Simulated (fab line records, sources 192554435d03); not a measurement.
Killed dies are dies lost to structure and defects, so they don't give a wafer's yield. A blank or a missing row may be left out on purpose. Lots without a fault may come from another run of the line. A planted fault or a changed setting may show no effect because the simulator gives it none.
Which tool did it? | flow n5_finfet | 6 lots, 17 wafers sampled, at 1 step of a route of 1938

WHAT THE GAUGES READ, wafer by wafer
N5_BEOL_M8_INSPECT_58: inspects for defects (darkfield).
lot  | measured     | on                | raw_defect_count
L778 | day 9 04:14  | defect_inspect-01 | 47 59
L779 | day 10 00:46 | defect_inspect-01 | 54 40 33
L782 | day 10 11:01 | defect_inspect-01 | 71 57 29
L790 | day 12 16:39 | defect_inspect-02 | 45 80 56
L795 | day 13 14:17 | defect_inspect-02 | 65 85 75
L798 | day 14 18:14 | defect_inspect-02 | 30 87 51

WHICH TOOL RAN EACH LOT (tool, then ch and the chambers of the sampled wafers, then the start)
The record holds no process step before these readings.

THE ANSWER, worked out from the rows above alone
Rule: what is usual is taken from the lots themselves. Put in order of their means at a reading, lots are off if they are a third of the lots or fewer, leave a main group of 4 or more, and stand apart from it by a gap of 3 or more times the standard deviation of the main group's means; of several such gaps the widest counts. A main group whose means are all the same, to the digits that the tables above print for the reading, isn't used. A lot without any number at a reading at which 4 lots or more have one is off too. The other lots that the step has rows for count as sound.
No lot is off at any reading shown: from this, nothing can be told.

WHAT THE SIMULATOR HAD PUT IN
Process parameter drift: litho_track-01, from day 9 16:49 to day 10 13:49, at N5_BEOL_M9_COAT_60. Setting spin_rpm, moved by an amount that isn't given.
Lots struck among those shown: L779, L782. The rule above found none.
